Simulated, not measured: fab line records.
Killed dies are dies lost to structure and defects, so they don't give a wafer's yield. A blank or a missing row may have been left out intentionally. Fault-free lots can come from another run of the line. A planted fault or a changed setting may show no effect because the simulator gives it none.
Which tool is to blame? + flow n5-finfet + at 1 step of a route of 1938, 12 lots with 36 wafers sampled

== WHAT EACH GAUGE READ, for each wafer ==
N5_GATE_CUT_OVL_MEAS_14.
| lot  | measured     | on         | GATE_CUT_OVL (nm) |
|------|--------------|------------|-------------------|
| L075 | day 4 19:46  | overlay-01 | -0.9 -0.5 -0.5    |
| L077 | day 5 06:28  | overlay-02 | 0.2 1.1 0.5       |
| L079 | day 5 15:50  | overlay-02 | 2.7 2.3 1.4       |
| L081 | day 6 06:05  | overlay-01 | -0.1 -1.0 -0.7    |
| L084 | day 6 21:05  | overlay-01 | 1.2 0.0 0.2       |
| L085 | day 7 07:37  | overlay-01 | 1.0 0.9 -1.1      |
| L087 | day 7 17:19  | overlay-02 | -1.2 -1.3 -0.3    |
| L089 | day 8 05:18  | overlay-01 | 1.2 1.4 0.2       |
| L091 | day 8 16:17  | overlay-01 | 0.7 0.0 0.5       |
| L093 | day 9 09:19  | overlay-01 | 0.8 -0.5 -0.1     |
| L095 | day 9 18:39  | overlay-01 | -0.4 -1.9 -0.1    |
| L097 | day 10 12:51 | overlay-02 | 1.5 -0.1 1.0      |

== WHAT TOOL EACH LOT RAN ON (gives the tool, then ch and the chambers of the sampled wafers, and finally the start) ==
Record: no process step prior to these readings.

== THE ANSWER, worked out from the rows above alone ==
Rule: usual is defined by the lots themselves. Put in order of their means at a reading, lots are off if they are a third of the lots or fewer, leave a main group of 4 or more, and stand apart from it by a gap of 3 or more times the standard deviation of the main group's means; of several such gaps the widest counts. A main group whose means are all the same, to the digits that the tables above print for the reading, isn't used. A lot without any number at a reading at which 4 lots or more have one is off too. Any other lot the step has rows for is counted as sound.
No lot is off on any of the readings shown, so nothing can be concluded from this.

== WHAT THE SIMULATOR PUT IN ==
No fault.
